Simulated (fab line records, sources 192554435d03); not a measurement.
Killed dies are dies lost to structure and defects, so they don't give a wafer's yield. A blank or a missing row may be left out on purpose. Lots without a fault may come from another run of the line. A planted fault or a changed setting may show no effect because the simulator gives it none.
Split-lot experiment | flow n5_finfet | 7 lots, 21 wafers read, on a route of 1938 steps

THE SPLIT
At N5_BEOL_M0_SAQP_ETCH_88 (etches underlayer in N2/H2, target depth 6.5 nm, time 5.2 s), the setting source_w was moved away from the recipe's 840 W on 3 of the 21 wafers read, by +10.5% to +13.6%. The other wafers ran this setting at the recipe's value.

The reading is taken at the split's own step.

THE READING
rf_vpp_V, in V, at N5_BEOL_M0_SAQP_ETCH_88 (etches underlayer in N2/H2, target depth 6.5 nm, time 5.2 s). Fault-free wafers of this fab line usually give 523.6 V, standard deviation 2.5 V.

wafer  | tool, chamber at the split | source_w as run, W | against the recipe | rf_vpp_V, V | against lot-mates on the recipe
L078.3 | rie_diel-02, 1             | 840                | recipe             | 521.4       | -
L078.4 | rie_diel-02, 3             | 840                | recipe             | 520.6       | -
L078.5 | rie_diel-02, 0             | 840                | recipe             | 522.7       | -
L082.2 | rie_diel-01, 1             | 840                | recipe             | 524.0       | -
L082.4 | rie_diel-01, 3             | 840                | recipe             | 522.9       | -
L082.6 | rie_diel-01, 1             | 840                | recipe             | 520.4       | -
L084.1 | rie_diel-02, 1             | 840                | recipe             | 521.1       | -
L084.2 | rie_diel-02, 2             | 840                | recipe             | 521.4       | -
L084.4 | rie_diel-02, 0             | 840                | recipe             | 527.3       | -
L086.1 | rie_diel-03, 2             | 840                | recipe             | 522.4       | -
L086.5 | rie_diel-03, 3             | 840                | recipe             | 525.2       | -
L086.6 | rie_diel-03, 2             | 840                | recipe             | 524.0       | -
L089.1 | rie_diel-01, 0             | 954.4              | +13.6%             | 502.0       | -23.8
L089.3 | rie_diel-01, 2             | 840                | recipe             | 526.4       | -
L089.4 | rie_diel-01, 0             | 840                | recipe             | 525.3       | -
L090.4 | rie_diel-01, 3             | 927.9              | +10.5%             | 508.0       | -19.4
L090.5 | rie_diel-01, 2             | 840                | recipe             | 527.4       | -
L090.6 | rie_diel-01, 0             | 927.9              | +10.5%             | 507.9       | -19.5
L093.1 | rie_diel-02, 1             | 840                | recipe             | 520.8       | -
L093.4 | rie_diel-02, 2             | 840                | recipe             | 527.8       | -
L093.6 | rie_diel-02, 1             | 840                | recipe             | 520.7       | -

THE FIT
A straight line over all 21 wafers: rf_vpp_V changes by -1.52 V for each +1% of source_w; r = -0.94; the points scatter about the line by 2.4 V.
The same after taking each lot's own level away (the mean of its wafers on the recipe; 21 wafers): -1.81 V for each +1%; r = -0.97; scatter 2 V.
On that fit, the largest move of source_w shifts the reading by 25 V.
The lots' own levels span 521.57 to 527.40 V, that is 2.3 times the standard deviation above.
So the lot-to-lot level changes the slope: the two fits differ.
Check: with one of the wafers moved furthest among these (+13.6%) left out of the fit, the line predicts -25.3 V for it against its lot-mates. It came out at -23.8 V against them.
Tool readings at the split's step, against how far the setting was moved: rf_vpp_V r = -0.94.

OTHER SPLITS ON THESE WAFERS
These wafers also went through other splits before the reading. Each is held against what the fit with the lots' levels taken away leaves over:
other split on the same wafers         | wafers away from the commonest value | r with rf_vpp_V (lot level and that fit taken away)
N5_MOL_CONTACT_COAG_EXPOSE_37 dose_mj  | 9                                    | +0.37
N5_MOL_CONTACT_COAG_ALD_133 ald_cycles | 6                                    | +0.30
N5_BEOL_M0_SAQP_COAT_08 spin_rpm       | 4                                    | +0.05

THE FILE'S OWN FIT
rf_vpp_V changes by -1.79 V for each +1% of source_w, r = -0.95.
